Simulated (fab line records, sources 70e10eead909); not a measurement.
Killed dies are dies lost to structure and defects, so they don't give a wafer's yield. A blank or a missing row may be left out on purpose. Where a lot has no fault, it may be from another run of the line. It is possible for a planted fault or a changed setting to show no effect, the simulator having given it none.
Comparing a struck lot with a sound one -- flow nand_harc -- 14 steps out of a route of 1302
Sound: wafers L305.3, L305.5, L305.6. Struck: wafer L300.4. (L300.3, L300.6 of the same lot were not struck and are left out.) The cause comes at the end.
Order at every step that has rows: each side's tool, ch and its chambers, its first start. Under that, the readings that differ: sound wafers -- struck wafers -- difference of the means -- sigmas: that difference in standard deviations of wafers without a fault.
alike: a reading whose means differ by less than 2 such deviations, as well as words and numbers matching on both sides. not compared: withheld readings; readings where some wafer has no value; bounds like >300 that might hide an equal value; numbers whose values overlap and for which the record gives no deviation.
The two part at a step that has a row with sigmas, a row that says differs or no value, or rows on one side only. Numbers that have no deviation but don't overlap get no sigmas and don't part them. A reading missing from all wafers of one side parts the sides only when that side holds two or more wafers.

first, 1 step without rows for these wafers: NHARC_A_ONON_D1_DEP_06 (target thk 1000 nm).
NHARC_A_ONON_D1_THK_MEAS_08: measures by ellipsometry.
  struck on film_metro-01, day 10 10:31; sound on film_metro-02, day 12 09:10
  alike: thk_nm
after that, 1 step with no rows for these wafers: NHARC_A_ONON_D1_DEP_09 (target thk 1000 nm).
NHARC_A_ONON_D1_THK_MEAS_11: measures by ellipsometry.
  struck on film_metro-01, day 10 11:05; sound on film_metro-02, day 12 09:44
  alike: thk_nm
after that, 1 step with no rows for these wafers: NHARC_A_ONON_D1_DEP_12 (target thk 1000 nm).
NHARC_A_ONON_D1_THK_MEAS_14: measures by ellipsometry.
  struck on film_metro-01, day 10 11:40; sound on film_metro-02, day 12 10:26
reading,sound,struck,difference,sigmas
thk_nm (nm),987 988 989,1007,+19,+2
then, 2 steps without rows for these wafers: NHARC_A_ONON_D1_ANNEAL_15 (time 3600 s); NHARC_A_ONON_D1_DEP_16 (target thk 1000 nm).
NHARC_A_ONON_D1_THK_MEAS_18: measures by ellipsometry.
  struck on film_metro-01, day 10 22:57; sound on film_metro-02, day 12 19:29
  alike: thk_nm
after that, 1 step with no rows for these wafers: NHARC_A_ONON_D1_DEP_19 (target thk 1000 nm).
NHARC_A_ONON_D1_THK_MEAS_21: measures by ellipsometry.
  struck on film_metro-02, day 10 23:39; sound on film_metro-02, day 12 20:04
  alike: thk_nm
NHARC_A_ONON_D1_DEP_22: target thk 1000 nm.
  sound on pecvd_onon-04 ch 0, day 12 20:14; struck on pecvd_onon-01 ch 0, day 10 23:49
NHARC_A_ONON_D1_THK_MEAS_24: measures by ellipsometry.
  struck on film_metro-02, day 11 00:13; sound on film_metro-02, day 12 20:38
reading,sound,struck,difference,sigmas
thk_nm (nm),1006 1004 1004,688,-317,-44
after that, 1 step with no rows for these wafers: NHARC_A_ONON_D1_DEP_25 (target thk 1000 nm).

WHERE THEY PART
At NHARC_A_ONON_D1_THK_MEAS_14 first; at NHARC_A_ONON_D1_THK_MEAS_24 last (within this record only).

WHY: the cause the simulator had injected
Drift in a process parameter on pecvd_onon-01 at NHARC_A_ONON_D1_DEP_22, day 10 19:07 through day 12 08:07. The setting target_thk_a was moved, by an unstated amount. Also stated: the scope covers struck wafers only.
